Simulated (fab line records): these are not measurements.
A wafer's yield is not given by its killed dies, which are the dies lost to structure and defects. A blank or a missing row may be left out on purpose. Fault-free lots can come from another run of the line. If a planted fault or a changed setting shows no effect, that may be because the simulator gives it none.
Matching of chambers ; flow n5Finfet ; rieDiel-02 running N5_BEOL_M1_ETCH_69: 4 sister chambers
The step etches SiARC in CF4, target depth 15.6 nm, time 26 s. 8 wafers are shown with their chamber, then 10 later ones without.

WAFERS, EACH WITH ITS CHAMBER
wafer;chamber;drypumpMotorCurrentA (A);showerheadPlenumPTorr (Torr)
L077.5;1;6.4;2.19
L088.2;1;6.3;2.18
L090.6;3;5.8;2.08
L092.1;0;5.6;2.09
L092.2;2;6.0;2.22
L092.6;2;6.0;2.22
L094.1;3;5.8;2.07
L094.2;0;5.6;2.09

WAFERS WITHOUT THEIR CHAMBER
wafer;drypumpMotorCurrentA (A);showerheadPlenumPTorr (Torr)
L094.3;6.0;2.22
L093.3;5.6;2.09
L093.4;5.6;2.09
L093.5;6.0;2.22
L095.4;5.8;2.07
L095.5;5.6;2.09
L095.6;6.0;2.22
L096.2;6.4;2.18
L096.3;6.0;2.22
L096.6;6.3;2.18

EACH ONE'S CHAMBER
wafer;from the rows above;in truth
L094.3;2;2
L093.3;0;0
L093.4;0;0
L093.5;2;2
L095.4;3;3
L095.5;0;0
L095.6;2;2
L096.2;1;1
L096.3;2;2
L096.6;1;1
10 of 10 placed correctly. Not placeable from these rows: 0. Placed wrongly: 0.
How it was worked out, from the rows above alone: a wafer's distance from a chamber is the root of the sum, over the readings, of the square of ((its reading less the chamber's mean) divided by the reading's scatter). If the next closest chamber is less than 2 further off than the closest, the wafer can't be placed; otherwise it belongs to the closest. Each chamber's mean is taken over the wafers shown for it. The scatter: take each reading less its chamber's mean, square it, sum over the shown wafers, divide by the number of wafers less the number of chambers, and take the root.
